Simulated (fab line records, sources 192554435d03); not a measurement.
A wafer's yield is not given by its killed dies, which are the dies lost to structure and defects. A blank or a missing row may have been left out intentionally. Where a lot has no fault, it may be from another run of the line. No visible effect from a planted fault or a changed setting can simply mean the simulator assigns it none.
fab line records || flow n5_finfet
record: {"lots": 4, "wafers": 12, "last_day": 17}
route steps=1938 shown BEOL_M1@761 BEOL_M4@1111 PASSIVATION@1936
lots untouched by any fault: they come from a run of this same line in which no faults occurred
start_h: hours from the record's first day to the start of the lot's first wafer shown || wait_h: hours since the lot's step before || " as in the row above || L1.1+2: one row covering several wafers at once || - no value present, or no start provided || * or withheld: withheld || < > ~ a bound
route shown NAME@n: a module of which the file shows steps, and the number in the route of the first || usual: average and standard deviation across the fault-free wafers || same: alike in all rows || chamber/n: place in a boat || sites: per-site readings || _std_site: standard deviation across them || _edge_site: mean of outer sites minus mean of inner sites || radius_mm: for every site, how far away it sits from the centre of the wafer || mask NAME#n: copy n || behind: the tool/chamber that last shaped the wafer || hold: the reason the lot was held/the length of the hold in hours/how it ended || device: the n, p or np transistor that did not switch || end of line: tests of these same wafers at the route's end || where a step has no rows: the recipe by itself || killed: count of dies lost to structure and defects at first sort (not the wafer's yield) || map: the dies of a wafer, with x for killed, . for not killed, _ for no die there
set.NAME: the setting as run; set.NAME@STEP: as run at that earlier step || model.NAME: the simulator's own value behind a step, which no gauge read
certain route steps with their lots: each step a table, each wafer a row
services: when a tool's chamber went out of use (start_h, in hours from the record's first day, below 0 if earlier), for how many hours, and the reason
== steps ==
step: N5_BEOL_M1_EXPOSE_08
recipe: {"mask_id": "M1", "na": 0.33, "source_shape": "dipole", "sigma_inner": 0.369, "sigma_outer": 0.767, "polarization": "unpolarized", "dose_mj": 33}
step: N5_BEOL_M1_PEB_09
recipe: {"peb_temp_c": 100, "peb_time_s": 60, "resist": "CAR-EUV"}
step: N5_BEOL_M1_DEVELOP_10
recipe: {"develop_time_s": 30, "developer": "TMAH", "resist": "CAR-EUV", "rinse_liquid": "surfactant_rinse", "dry": "air_spin", "dev_temp_c": 23}
step: N5_BEOL_M1_DESCUM_16
recipe: {"chemistry": "O2", "time_s": 7, "source_power_w": 50, "bias_power_w": 20, "pressure_mtorr": 20, "rf_frequency_hz": 2.712e+07, "temp_c": 40, "resist": "CAR-EUV", "o2_flow_sccm": 225}
step: N5_BEOL_M1_ETCH_74
recipe: {"chemistry": "N2/H2", "target": "underlayer", "target_depth_a": 65, "mask_material": "CAR-EUV", "time_s": 5.2, "ion_energy_ev": 200, "pressure_mtorr": 30, "source_w": 840, "bias_w": 150, "n2_flow_sccm": 200, "h2_flow_sccm": 200, "ends": "cleared"}
step: N5_BEOL_M1_ETCH_63
recipe: {"chemistry": "CF4", "target": "SiARC", "target_depth_a": 156, "mask_material": "CAR-EUV", "time_s": 26, "ion_energy_ev": 80, "pressure_mtorr": 40, "source_w": 545, "bias_w": 36, "Ar_flow_sccm": 100, "cf4_flow_sccm": 100, "ends": "cleared"}
step: N5_BEOL_M1_ETCH_64
recipe: {"chemistry": "N2/H2", "target": "SOC", "target_depth_a": 750, "overetch_a": 150, "mask_material": "SiARC", "temp_c": 40, "time_s": 112.5, "ion_energy_ev": 200, "pressure_mtorr": 30, "source_w": 840, "bias_w": 150, "n2_flow_sccm": 200, "h2_flow_sccm": 200}
step: N5_BEOL_M1_STRIP_65
recipe: {"chemistry": "N2/H2", "temp_c": 40, "n2_flow_sccm": 200, "h2_flow_sccm": 200, "rf_frequency_hz": 6e+07}
step: N5_BEOL_M1_STRIP_75
recipe: {"chemistry": "N2/H2", "temp_c": 40, "n2_flow_sccm": 200, "h2_flow_sccm": 200, "rf_frequency_hz": 6e+07}
step: N5_BEOL_M1_STRIP_66
recipe: {"chemistry": "CF4", "resist": "SiARC", "power_w": 300, "bias_power_w": 75, "pressure_mtorr": 50, "cf4_flow_sccm": 150, "rf_frequency_hz": 6e+07}
usual: {"bias_power_w": "74.99/0.24", "drypump_motor_current_A": "5.6/0.41", "oes_product_au": "0.74/0.063", "rf_vpp_V": "271.1/1.3", "showerhead_plenum_p_Torr": "1.80/0.043", "throttle_valve_pct": "13.68/0.18"}
{"lot.wafer": "L965.2", "tool": "rie_diel-05", "chamber": 1, "start_h": 133.93, "wait_h": 0.0, "bias_power_w": 74.56, "drypump_motor_current_A": 5.6, "oes_product_au": 0.72, "rf_hours_counter_h": 177, "rf_vpp_V": 270.8, "showerhead_plenum_p_Torr": 1.78, "throttle_valve_pct": 13.70}
{"lot.wafer": "L965.3", "tool": "rie_diel-05", "chamber": 3, "start_h": 133.93, "wait_h": 0.0, "bias_power_w": 74.89, "drypump_motor_current_A": 5.9, "oes_product_au": 0.76, "rf_hours_counter_h": 151, "rf_vpp_V": 271.4, "showerhead_plenum_p_Torr": 1.79, "throttle_valve_pct": 13.67}
{"lot.wafer": "L965.4", "tool": "rie_diel-05", "chamber": 0, "start_h": 133.93, "wait_h": 0.0, "bias_power_w": 74.69, "drypump_motor_current_A": 5.8, "oes_product_au": 0.73, "rf_hours_counter_h": 177, "rf_vpp_V": 273.3, "showerhead_plenum_p_Torr": 1.86, "throttle_valve_pct": 13.77}
{"lot.wafer": "L975.1", "tool": "rie_diel-05", "chamber": 1, "start_h": 190.87, "wait_h": 0.0, "bias_power_w": 74.96, "drypump_motor_current_A": 5.6, "oes_product_au": 0.71, "rf_hours_counter_h": 193, "rf_vpp_V": 270.1, "showerhead_plenum_p_Torr": 1.78, "throttle_valve_pct": 13.75}
{"lot.wafer": "L975.4", "tool": "rie_diel-05", "chamber": 2, "start_h": 190.87, "wait_h": 0.0, "bias_power_w": 74.77, "drypump_motor_current_A": 5.2, "oes_product_au": 0.72, "rf_hours_counter_h": 180, "rf_vpp_V": 271.6, "showerhead_plenum_p_Torr": 1.78, "throttle_valve_pct": 13.51}
{"lot.wafer": "L975.6", "tool": "rie_diel-05", "chamber": 0, "start_h": 190.87, "wait_h": 0.0, "bias_power_w": 75.12, "drypump_motor_current_A": 5.8, "oes_product_au": 0.72, "rf_hours_counter_h": "-", "rf_vpp_V": 272.9, "showerhead_plenum_p_Torr": 1.86, "throttle_valve_pct": 13.81}
{"lot.wafer": "L978.2", "tool": "rie_diel-05", "chamber": 1, "start_h": 218.12, "wait_h": 0.0, "bias_power_w": 75.26, "drypump_motor_current_A": 5.5, "oes_product_au": 0.71, "rf_hours_counter_h": 200, "rf_vpp_V": 270.7, "showerhead_plenum_p_Torr": 1.78, "throttle_valve_pct": 13.75}
{"lot.wafer": "L978.4", "tool": "rie_diel-05", "chamber": 0, "start_h": 218.12, "wait_h": 0.0, "bias_power_w": 75.28, "drypump_motor_current_A": 5.8, "oes_product_au": 0.71, "rf_hours_counter_h": 200, "rf_vpp_V": 273.0, "showerhead_plenum_p_Torr": 1.85, "throttle_valve_pct": 13.81}
{"lot.wafer": "L978.6", "tool": "rie_diel-05", "chamber": 3, "start_h": 218.12, "wait_h": 0.0, "bias_power_w": 75.02, "drypump_motor_current_A": 5.8, "oes_product_au": 0.73, "rf_hours_counter_h": "-", "rf_vpp_V": 272.7, "showerhead_plenum_p_Torr": 1.78, "throttle_valve_pct": 13.72}
{"lot.wafer": "L981.3", "tool": "rie_diel-04", "chamber": 1, "start_h": 233.31, "wait_h": 0.0, "bias_power_w": 75.41, "drypump_motor_current_A": 5.5, "oes_product_au": 0.78, "rf_hours_counter_h": 126, "rf_vpp_V": 270.2, "showerhead_plenum_p_Torr": 1.80, "throttle_valve_pct": 13.89}
{"lot.wafer": "L981.4", "tool": "rie_diel-04", "chamber": 0, "start_h": 233.31, "wait_h": 0.0, "bias_power_w": 75.19, "drypump_motor_current_A": 6.1, "oes_product_au": 0.71, "rf_hours_counter_h": "-", "rf_vpp_V": 272.1, "showerhead_plenum_p_Torr": 1.79, "throttle_valve_pct": 13.71}
{"lot.wafer": "L981.6", "tool": "rie_diel-04", "chamber": 1, "start_h": 233.31, "wait_h": 0.0, "bias_power_w": 75.02, "drypump_motor_current_A": 5.6, "oes_product_au": 0.77, "rf_hours_counter_h": "-", "rf_vpp_V": 270.2, "showerhead_plenum_p_Torr": 1.80, "throttle_valve_pct": 13.90}
step: N5_BEOL_M1_HM_OPEN_17
recipe: {"chemistry": "Cl2/BCl3", "target_depth_a": 200, "overetch_a": 60, "target": "TiN", "mask_material": "SOC", "ion_energy_ev": 150, "pressure_mtorr": 10, "icp_w": 1000, "bias_w": 126, "Cl2_flow_sccm": 53.25, "bcl3_flow_sccm": 21.75, "Ar_flow_sccm": 25}
step: N5_BEOL_M1_STRIP_19
recipe: {"chemistry": "O2", "power_w": 400, "temp_c": 40, "pressure_mtorr": 30, "rf_frequency_hz": 6e+07, "bias_power_w": 0, "overash_fraction": 0.2, "o2_flow_sccm": 225}
step: N5_BEOL_M1_COAT_67
recipe: {"resist": "SOC", "temp_c": 250, "time_s": 60, "spin_rpm": 1500, "resist_thk_nm": 60}
step: N5_BEOL_M1_COAT_68
recipe: {"resist": "SiARC", "temp_c": 220, "time_s": 60, "spin_rpm": 1500, "resist_thk_nm": 12}
step: N5_BEOL_M1_COAT_76
recipe: {"resist": "underlayer", "temp_c": 205, "time_s": 60, "spin_rpm": 1500, "resist_thk_nm": 5}
step: N5_BEOL_M1_COAT_22
recipe: {"resist": "CAR-EUV", "spin_rpm": 1500, "resist_thk_nm": 30}
step: N5_BEOL_M1_EBR_24
recipe: {"solvent": "PGMEA", "ebr_width_mm": 1.5}
step: N5_BEOL_M1_SOFTBAKE_23
recipe: {"temp_c": 110, "time_s": 60, "resist": "CAR-EUV"}
step: N5_BEOL_M1_EXPOSE_25
recipe: {"mask_id": "V0", "na": 0.33, "source_shape": "quasar", "sigma_inner": 0.2, "sigma_outer": 0.8, "polarization": "unpolarized", "defocus_nm": 5, "target_cd_nm": 24, "dose_mj": 63}
step: N5_BEOL_M1_PEB_26
recipe: {"peb_temp_c": 100, "peb_time_s": 60, "resist": "CAR-EUV"}
step: N5_BEOL_M1_DEVELOP_27
recipe: {"develop_time_s": 30, "developer": "TMAH", "resist": "CAR-EUV", "rinse_liquid": "surfactant_rinse", "dry": "air_spin", "dev_temp_c": 23}
step: N5_BEOL_M1_INSPECT_30
recipe: {"mode": "adi", "inspect_instrument": "brightfield"}
usual: {"raw_defect_count": "391/93"}
{"lot.wafer": "L965.2", "tool": "defect_inspect-01", "chamber": "-", "start_h": 134.67, "wait_h": 0.1, "raw_defect_count": 418}
{"lot.wafer": "L965.3", "tool": "defect_inspect-01", "chamber": "-", "start_h": 134.67, "wait_h": 0.1, "raw_defect_count": 358}
{"lot.wafer": "L965.4", "tool": "defect_inspect-01", "chamber": "-", "start_h": 134.67, "wait_h": 0.1, "raw_defect_count": 386}
{"lot.wafer": "L975.1", "tool": "defect_inspect-01", "chamber": "-", "start_h": 191.63, "wait_h": 0.1, "raw_defect_count": 1482}
{"lot.wafer": "L975.4", "tool": "defect_inspect-01", "chamber": "-", "start_h": 191.63, "wait_h": 0.1, "raw_defect_count": 1397}
{"lot.wafer": "L975.6", "tool": "defect_inspect-01", "chamber": "-", "start_h": 191.63, "wait_h": 0.1, "raw_defect_count": 1568}
{"lot.wafer": "L978.2", "tool": "defect_inspect-02", "chamber": "-", "start_h": 218.97, "wait_h": 0.0, "raw_defect_count": 1478}
{"lot.wafer": "L978.4", "tool": "defect_inspect-02", "chamber": "-", "start_h": 218.97, "wait_h": 0.0, "raw_defect_count": 1557}
{"lot.wafer": "L978.6", "tool": "defect_inspect-02", "chamber": "-", "start_h": 218.97, "wait_h": 0.0, "raw_defect_count": 1477}
{"lot.wafer": "L981.3", "tool": "defect_inspect-02", "chamber": "-", "start_h": 234.21, "wait_h": 0.0, "raw_defect_count": 299}
{"lot.wafer": "L981.4", "tool": "defect_inspect-02", "chamber": "-", "start_h": 234.21, "wait_h": 0.0, "raw_defect_count": 332}
{"lot.wafer": "L981.6", "tool": "defect_inspect-02", "chamber": "-", "start_h": 234.21, "wait_h": 0.0, "raw_defect_count": 379}
step: N5_BEOL_M1_DESCUM_33
recipe: {"chemistry": "O2", "time_s": 7, "source_power_w": 50, "bias_power_w": 20, "pressure_mtorr": 20, "rf_frequency_hz": 2.712e+07, "temp_c": 40, "resist": "CAR-EUV", "o2_flow_sccm": 225}
step: N5_BEOL_M4_RC_MEAS_101
usual: {"DIBL_N": "36.2/1.6", "DIBL_P": "36.1/2", "IOFF_N": "0.16/0.032", "IOFF_P": "0.22/0.036", "ION_N": "672/11", "ION_P": "463/7.5", "SS_N": "71.4/0.58", "SS_P": "73.2/0.67", "VT_N": "250/3.3", "VT_P": "-250/3.3"}
{"lot.wafer": "L965.2", "tool": "prober-01", "chamber": 0, "start_h": 175.64, "wait_h": 0.2, "DIBL_N[mV/V]": 38.3, "DIBL_P[mV/V]": 37.9, "IOFF_N[nA/um]": 0.19, "IOFF_P[nA/um]": 0.28, "ION_N[uA/um]": 676, "ION_P[uA/um]": 468, "SS_N[mV/dec]": 72.0, "SS_P[mV/dec]": 73.7, "VT_N[mV]": 246, "VT_P[mV]": -245}
{"lot.wafer": "L965.3", "tool": "prober-01", "chamber": 0, "start_h": 175.64, "wait_h": 0.2, "DIBL_N[mV/V]": 32.8, "DIBL_P[mV/V]": 31.0, "IOFF_N[nA/um]": 0.10, "IOFF_P[nA/um]": 0.16, "ION_N[uA/um]": 651, "ION_P[uA/um]": 457, "SS_N[mV/dec]": 70.2, "SS_P[mV/dec]": 72.0, "VT_N[mV]": 255, "VT_P[mV]": -255}
{"lot.wafer": "L965.4", "tool": "prober-01", "chamber": 0, "start_h": 175.64, "wait_h": 0.2, "DIBL_N[mV/V]": 35.6, "DIBL_P[mV/V]": 35.2, "IOFF_N[nA/um]": 0.14, "IOFF_P[nA/um]": 0.22, "ION_N[uA/um]": 671, "ION_P[uA/um]": 465, "SS_N[mV/dec]": 71.6, "SS_P[mV/dec]": 73.0, "VT_N[mV]": 251, "VT_P[mV]": -249}
{"lot.wafer": "L975.1", "tool": "prober-01", "chamber": 0, "start_h": 237.90, "wait_h": 0.0, "DIBL_N[mV/V]": 36.6, "DIBL_P[mV/V]": 37.0, "IOFF_N[nA/um]": 0.17, "IOFF_P[nA/um]": 0.26, "ION_N[uA/um]": 681, "ION_P[uA/um]": 470, "SS_N[mV/dec]": 71.9, "SS_P[mV/dec]": 73.4, "VT_N[mV]": 249, "VT_P[mV]": -245}
{"lot.wafer": "L975.4", "tool": "prober-01", "chamber": 0, "start_h": 237.90, "wait_h": 0.0, "DIBL_N[mV/V]": 37.8, "DIBL_P[mV/V]": 38.8, "IOFF_N[nA/um]": 0.20, "IOFF_P[nA/um]": 0.30, "ION_N[uA/um]": 680, "ION_P[uA/um]": 472, "SS_N[mV/dec]": 71.7, "SS_P[mV/dec]": 73.8, "VT_N[mV]": 244, "VT_P[mV]": -244}
{"lot.wafer": "L975.6", "tool": "prober-01", "chamber": 0, "start_h": 237.90, "wait_h": 0.0, "DIBL_N[mV/V]": 37.1, "DIBL_P[mV/V]": 37.5, "IOFF_N[nA/um]": 0.19, "IOFF_P[nA/um]": 0.28, "ION_N[uA/um]": 683, "ION_P[uA/um]": 477, "SS_N[mV/dec]": 72.1, "SS_P[mV/dec]": 72.7, "VT_N[mV]": 246, "VT_P[mV]": -242}
{"lot.wafer": "L981.3", "tool": "prober-02", "chamber": 0, "start_h": 273.44, "wait_h": 0.3, "DIBL_N[mV/V]": 36.3, "DIBL_P[mV/V]": 37.0, "IOFF_N[nA/um]": 0.14, "IOFF_P[nA/um]": 0.22, "ION_N[uA/um]": 652, "ION_P[uA/um]": 458, "SS_N[mV/dec]": 71.4, "SS_P[mV/dec]": 73.1, "VT_N[mV]": 257, "VT_P[mV]": -250}
{"lot.wafer": "L981.4", "tool": "prober-02", "chamber": 0, "start_h": 273.44, "wait_h": 0.3, "DIBL_N[mV/V]": 37.3, "DIBL_P[mV/V]": 38.3, "IOFF_N[nA/um]": 0.16, "IOFF_P[nA/um]": 0.23, "ION_N[uA/um]": 672, "ION_P[uA/um]": 457, "SS_N[mV/dec]": 71.6, "SS_P[mV/dec]": 73.0, "VT_N[mV]": 253, "VT_P[mV]": -249}
{"lot.wafer": "L981.6", "tool": "prober-02", "chamber": 0, "start_h": 273.44, "wait_h": 0.3, "DIBL_N[mV/V]": 36.4, "DIBL_P[mV/V]": 37.1, "IOFF_N[nA/um]": 0.15, "IOFF_P[nA/um]": 0.22, "ION_N[uA/um]": 663, "ION_P[uA/um]": 467, "SS_N[mV/dec]": 71.6, "SS_P[mV/dec]": 72.8, "VT_N[mV]": 253, "VT_P[mV]": -250}
{"lot.wafer": "L978.2", "tool": "prober-01", "chamber": 0, "start_h": 278.87, "wait_h": 0.2, "DIBL_N[mV/V]": 35.7, "DIBL_P[mV/V]": 36.7, "IOFF_N[nA/um]": 0.15, "IOFF_P[nA/um]": 0.19, "ION_N[uA/um]": 663, "ION_P[uA/um]": 456, "SS_N[mV/dec]": 71.6, "SS_P[mV/dec]": 73.6, "VT_N[mV]": 251, "VT_P[mV]": -251}
{"lot.wafer": "L978.4", "tool": "prober-01", "chamber": 0, "start_h": 278.87, "wait_h": 0.2, "DIBL_N[mV/V]": 35.7, "DIBL_P[mV/V]": 36.7, "IOFF_N[nA/um]": 0.16, "IOFF_P[nA/um]": 0.18, "ION_N[uA/um]": 675, "ION_P[uA/um]": 458, "SS_N[mV/dec]": 72.0, "SS_P[mV/dec]": 73.6, "VT_N[mV]": 247, "VT_P[mV]": -253}
{"lot.wafer": "L978.6", "tool": "prober-01", "chamber": 0, "start_h": 278.87, "wait_h": 0.2, "DIBL_N[mV/V]": 33.9, "DIBL_P[mV/V]": 34.9, "IOFF_N[nA/um]": 0.13, "IOFF_P[nA/um]": 0.16, "ION_N[uA/um]": 666, "ION_P[uA/um]": 456, "SS_N[mV/dec]": 70.8, "SS_P[mV/dec]": 72.7, "VT_N[mV]": 251, "VT_P[mV]": -254}
step: N5_PASSIVATION_PROBE_49
usual: {"defect_limited_yield": "91.4/1.3", "killed_at_M0_to_M3": "34/10", "killed_at_M4_up": "14/5.6", "killed_at_contacts": "13/5.9", "killed_at_front_end": "37/9.9", "killed_at_other": "3.5/2.8", "killed_dies": "101/15", "killed_on_rim": "13/3.9", "killed_open": "67/12", "killed_short": "32/6.6", "sort_bin_5_function": "5.0/0.81", "sort_bin_6_memory": "3.2/0.66", "sort_n_pass": "1079/15", "sort_yield_pct": "91.4/1.3"}
same: {"gross_dies": 1180, "killed_at_back_side": 0, "sort_bin_4_leakage[%]": 0, "sort_bin_8_speed[%]": 0}
{"lot.wafer": "L975.1", "tool": "prober-01", "chamber": "-", "start_h": 342.28, "wait_h": 0.0, "defect_limited_yield[%]": 79.8, "killed_at_M0_to_M3": 177, "killed_at_M4_up": 11, "killed_at_contacts": 17, "killed_at_front_end": 31, "killed_at_other": 2, "killed_dies": 238, "killed_on_rim": 25, "killed_open": 58, "killed_short": 35, "sort_bin_5_function[%]": 12.4, "sort_bin_6_memory[%]": 3.8, "sort_n_pass": 942, "sort_yield_pct[%]": 79.8}
{"lot.wafer": "L975.4", "tool": "prober-01", "chamber": "-", "start_h": 342.43, "wait_h": 0.2, "defect_limited_yield[%]": 83.7, "killed_at_M0_to_M3": 106, "killed_at_M4_up": 17, "killed_at_contacts": 24, "killed_at_front_end": 44, "killed_at_other": 1, "killed_dies": 192, "killed_on_rim": 33, "killed_open": 70, "killed_short": 35, "sort_bin_5_function[%]": 9.1, "sort_bin_6_memory[%]": 3.8, "sort_n_pass": 988, "sort_yield_pct[%]": 83.7}
{"lot.wafer": "L975.6", "tool": "prober-01", "chamber": "-", "start_h": 342.53, "wait_h": 0.3, "defect_limited_yield[%]": 84.2, "killed_at_M0_to_M3": 126, "killed_at_M4_up": 8, "killed_at_contacts": 17, "killed_at_front_end": 35, "killed_at_other": 1, "killed_dies": 187, "killed_on_rim": 30, "killed_open": 65, "killed_short": 29, "sort_bin_5_function[%]": 8.5, "sort_bin_6_memory[%]": 4.2, "sort_n_pass": 993, "sort_yield_pct[%]": 84.2}
{"lot.wafer": "L978.2", "tool": "prober-02", "chamber": "-", "start_h": 396.61, "wait_h": 0.1, "defect_limited_yield[%]": 80.9, "killed_at_M0_to_M3": 167, "killed_at_M4_up": 11, "killed_at_contacts": 12, "killed_at_front_end": 28, "killed_at_other": 7, "killed_dies": 225, "killed_on_rim": 25, "killed_open": 56, "killed_short": 24, "sort_bin_5_function[%]": 12.1, "sort_bin_6_memory[%]": 3.4, "sort_n_pass": 955, "sort_yield_pct[%]": 80.9}
{"lot.wafer": "L978.4", "tool": "prober-02", "chamber": "-", "start_h": 396.71, "wait_h": 0.2, "defect_limited_yield[%]": 82.8, "killed_at_M0_to_M3": 130, "killed_at_M4_up": 13, "killed_at_contacts": 9, "killed_at_front_end": 50, "killed_at_other": 1, "killed_dies": 203, "killed_on_rim": 31, "killed_open": 77, "killed_short": 32, "sort_bin_5_function[%]": 9.6, "sort_bin_6_memory[%]": 4.4, "sort_n_pass": 977, "sort_yield_pct[%]": 82.8}
{"lot.wafer": "L978.6", "tool": "prober-02", "chamber": "-", "start_h": 396.81, "wait_h": 0.3, "defect_limited_yield[%]": 87.2, "killed_at_M0_to_M3": 83, "killed_at_M4_up": 12, "killed_at_contacts": 22, "killed_at_front_end": 33, "killed_at_other": 1, "killed_dies": 151, "killed_on_rim": 32, "killed_open": 82, "killed_short": 24, "sort_bin_5_function[%]": 7.1, "sort_bin_6_memory[%]": 3.8, "sort_n_pass": 1029, "sort_yield_pct[%]": 87.2}
killed by level:class
L975.1 BEOL_M1:unspecified=144 MOL_CONTACT_COAG:geometric_particle:open=14 BEOL_M1:geometric_particle:open=10 FIN_SAQP:geometric_particle:short=9 FIN_SAQP:geometric_particle:open=7 BEOL_M3:geometric_particle:open=7 BEOL_M0_SAQP:geometric_particle:short=4 DUMMY_GATE:geometric_particle:open=3
L975.4 BEOL_M1:unspecified=87 MOL_CONTACT_COAG:geometric_particle:open=20 FIN_SAQP:geometric_particle:short=19 FIN_SAQP:geometric_particle:open=9 BEOL_M0_SAQP:geometric_particle:open=6 BEOL_M4:geometric_particle:open=5 STI_FIN_REVEAL:geometric_particle:open=4 MOL_CONTACT_COAG:geometric_particle:short=4
L975.6 BEOL_M1:unspecified=93 MOL_CONTACT_COAG:geometric_particle:open=11 BEOL_M3:geometric_particle:open=10 STI_FIN_REVEAL:geometric_particle:open=8 FIN_SAQP:geometric_particle:short=7 BEOL_M0_SAQP:geometric_particle:open=7 MOL_CONTACT_COAG:geometric_particle:short=6 BEOL_M0_SAQP:geometric_particle:short=5
L978.2 BEOL_M1:unspecified=144 STI_FIN_REVEAL:geometric_particle:open=15 MOL_CONTACT_COAG:geometric_particle:open=11 BEOL_M2:geometric_particle:open=5 PASS1_CAP:geometric_particle:short=5 BEOL_M0_SAQP:geometric_particle:open=4 BEOL_M3:geometric_particle:open=4 DUMMY_GATE:geometric_particle:open=3
L978.4 BEOL_M1:unspecified=93 STI_FIN_REVEAL:geometric_particle:open=17 BEOL_M0_SAQP:geometric_particle:open=9 BEOL_M2:geometric_particle:open=9 MOL_CONTACT_COAG:geometric_particle:open=7 BEOL_M1:geometric_particle:open=6 GATE_CUT:geometric_particle:short=5 BEOL_M0_SAQP:geometric_particle:short=5
L978.6 BEOL_M1:unspecified=41 MOL_CONTACT_COAG:geometric_particle:open=16 BEOL_M1:geometric_particle:open=14 BEOL_M4:geometric_particle:open=8 BEOL_M0_SAQP:geometric_particle:open=8 STI_FIN_REVEAL:geometric_particle:open=6 MOL_CONTACT_COAG:geometric_particle:short=6 BEOL_M2:geometric_particle:open=6
map L975.1 (x killed, . not)
_________________.....x......________________
______________..x.....x........._____________
___________x........x..xx.......x..__________
__________.............x.....x...x.._________
________.............................._______
_______x........x................xx...x______
______..x....x............x............._____
_____.................x.......x..........____
____....x.x......................x......x.___
___..............xx.........x....x.x.......__
___....x....x...x..........................__
__......xx.......x..x........x.............._
__.......x.x..x.......x......x.............._
_..x..........x...x...x...................x..
_.....x.......x..x......x.x...............x..
_....x..........x.................x..........
_...x...............x.....................x..
_.....x..x................................x..
_x..................x..............x....x....
_...........x.........x....x.x...............
_......x..x...........xx.................x...
__.........................x..x.....x......._
__.....................x..xx.x.....x........_
___............x..x...xxxxxxxx.x....x......__
___...................xxxxxxxxxxx..........__
____.............x.x.xxxxxxxxxx.xx....x...___
_____x....x........xxxxxxxxxxxxxxx.......____
______............xxxxxxxxxxxxxxx.xx...._____
_______x.....x.....xxxxxxxxxxxxxx.x....______
________........xx.xxxxxxxxxxxxxx..x.._______
__________.......x..xxxxxxxxxxxxxx.._________
___________.x.....x.xxxxxxxxxxxxx..__________
______________.......xxxxxxxxxxx_____________
_________________....xxxxxxx.________________
map L978.2 (x killed, . not)
_________________....x.......________________
______________.................._____________
___________.............x..........__________
__________....................x....._________
________................x............._______
_______x......x........x.......x....x..______
______......................xx.........._____
_____.....x........x.x....x..............____
____x...........................xx.x.x....___
___.......................x...x...........x__
___....................x.........x....x....__
__x..x..........................x...x......._
__.x.x....................x......x......x..._
_x...x...x.................x........x......x.
_......................x.................x...
_.......................x....x.x.............
_....x..................................x...x
_..............x.............x....x.....x....
_..............................x......x.....x
_............................x...............
_x.......................x...................
__..................x.x.x.x..x....x.....x..._
__..................x.xxx.xxx....x.........._
___...........x....x..x.xxxxx....x.........__
___..x.x...x........xxxxxxxxxx..x.x........__
____...............xxxxxxxxxxxx......xx...___
_____..............xxxxxxxxxxxxxx........____
______...x.........xxxxxxxxxxxxxx......._____
_______..x.....x...xxxxxxxxxxxxxxxx.x..______
________...........xxxxxxxxxxxxxxxx..._______
__________....x..xxxxxxxxxxxxxxxx..._________
___________.x.......xxxxxxxxxxxx..x__________
______________.......x.xxxxxxxxx_____________
_________________...xx.xxxxxx________________
== services ==
{"tool": "rie_diel-04", "chamber": "-", "start_h": 118.88, "hours": 14.6, "kind": "pm"}
{"tool": "rie_diel-04", "chamber": 3, "start_h": 164.80, "hours": 1.4, "kind": "repair"}
{"tool": "rie_diel-04", "chamber": 3, "start_h": 230.43, "hours": "-", "kind": "clean"}
{"tool": "rie_diel-04", "chamber": 3, "start_h": 230.43, "hours": "-", "kind": "consumable_replace:focus_ring"}
{"tool": "rie_diel-04", "chamber": 3, "start_h": 230.43, "hours": 24.4, "kind": "scheduled_down"}
{"tool": "rie_diel-04", "chamber": 3, "start_h": 230.43, "hours": 24.4, "kind": "vent_cycle"}
== key ==
first_sign: {"step": "N5_BEOL_M1_INSPECT_30", "reading": "raw_defect_count", "direction": "up", "sigmas": 12, "usual": 391, "struck": 1493}
effect: {"step": "N5_PASSIVATION_PROBE_49", "reading": "killed_at_M0_to_M3", "direction": "up", "sigmas": 9.3, "usual": 34, "struck": 132}
more_kills_born_at: {"N5_BEOL_M1_STRIP_66@rie_diel-05": 600}
met_at N5_BEOL_M1_STRIP_66
struck_wafers L975.1,L975.4,L975.6,L978.2,L978.4,L978.6
onset_between 133.93 190.87
fault: {"kind": "chamber_particle_source", "tool": "rie_diel-05", "chamber": "-", "onset_h": 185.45, "steps": "N5_BEOL_M1_STRIP_66", "rate_per_visit_cm2": 1.7683, "end_h": 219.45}
